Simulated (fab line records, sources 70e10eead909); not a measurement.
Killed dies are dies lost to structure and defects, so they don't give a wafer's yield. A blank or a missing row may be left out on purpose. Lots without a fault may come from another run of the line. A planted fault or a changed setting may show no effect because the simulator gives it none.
One fault seen from 3 desks | flow nand_harc | each desk has only its own numbers; what lay behind them comes last

THE TOOL OWNER'S DESK: litho_track-03
The tool's own readings at NHARC_P_ZERO_WELL_PEB_22 (peb time 85 s): means of the sampled wafers that have a number, for each lot that ran on this tool. A lot is out of limits, marked OUT, if its mean lies more than 4 standard deviations from the usual mean; the brackets give that distance.
Columns: A = chill_plate_temp_C at NHARC_P_ZERO_WELL_PEB_22, usual 23.01 C; B = exhaust_pa at NHARC_P_ZERO_WELL_PEB_22, usual 44.8 Pa; C = heater_power_total_W at NHARC_P_ZERO_WELL_PEB_22, usual 163.96 W
lot  | first seen here | A     | B    | C
L780 | day 2 02:29     | 22.94 | 44.7 | 163.89
L781 | day 2 08:29     | 22.96 | 46.6 | 163.94
L784 | day 3 02:22     | 23.02 | 44.5 | 163.69
L799 | day 6 20:29     | 22.90 | 45.7 | 164.00
This desk's finding: nothing out of limits on any of the 4 lots.

THE DEFECT DESK
What the inspections along the route counted, lot by lot: means of the sampled wafers that have a number. A lot is out of limits, marked OUT, if its mean lies more than 4 standard deviations from the usual mean; the brackets give that distance.
Columns: A = raw_defect_count at NHARC_P_START_INSPECT_01, usual 3.7
lot  | first seen here | A
L779 | day 1 18:02     | 6.7
L780 | day 2 00:02     | 2.7
L781 | day 2 06:02     | 3.0
L782 | day 2 12:03     | 3.3
L784 | day 3 00:02     | 2.7
L785 | day 3 06:02     | 2.0
L786 | day 3 12:02     | 3.3
L787 | day 3 18:02     | 2.3
L794 | day 5 12:02     | 4.3
L795 | day 5 18:02     | 5.7
L797 | day 6 06:02     | 3.0
L798 | day 6 12:02     | 3.7
L799 | day 6 18:02     | 3.3
L801 | day 7 06:02     | 3.3
This desk's finding: nothing out of limits on any of the 14 lots.

THE METROLOGY DESK
What the gauges read, lot by lot, whatever tool the lot ran on: means of the sampled wafers that have a number. A lot is out of limits, marked OUT, if its mean lies more than 4 standard deviations from the usual mean; the brackets give that distance.
Columns: A = cd_nm at NHARC_P_ZERO_WELL_CD_MEAS_24, usual 719.9 nm
lot  | first seen here | A
L779 | day 1 20:30     | 721.4
L780 | day 2 02:35     | 720.6
L781 | day 2 08:35     | 721.8
L782 | day 2 14:28     | 719.3
L784 | day 3 02:28     | 720.8
L787 | day 3 20:33     | 719.6
L794 | day 5 14:35     | 717.2
L795 | day 5 20:37     | 720.2
L797 | day 6 08:22     | 717.5
L798 | day 6 14:28     | 717.6
L799 | day 6 20:35     | 720.6
L801 | day 7 08:31     | 720.6
This desk's finding: nothing out of limits on any of the 12 lots.

PUT TOGETHER
The tool owner's desk saw nothing out of limits.
The defect desk saw nothing out of limits.
The metrology desk saw nothing out of limits.

WHAT THE SIMULATOR HAD PUT IN
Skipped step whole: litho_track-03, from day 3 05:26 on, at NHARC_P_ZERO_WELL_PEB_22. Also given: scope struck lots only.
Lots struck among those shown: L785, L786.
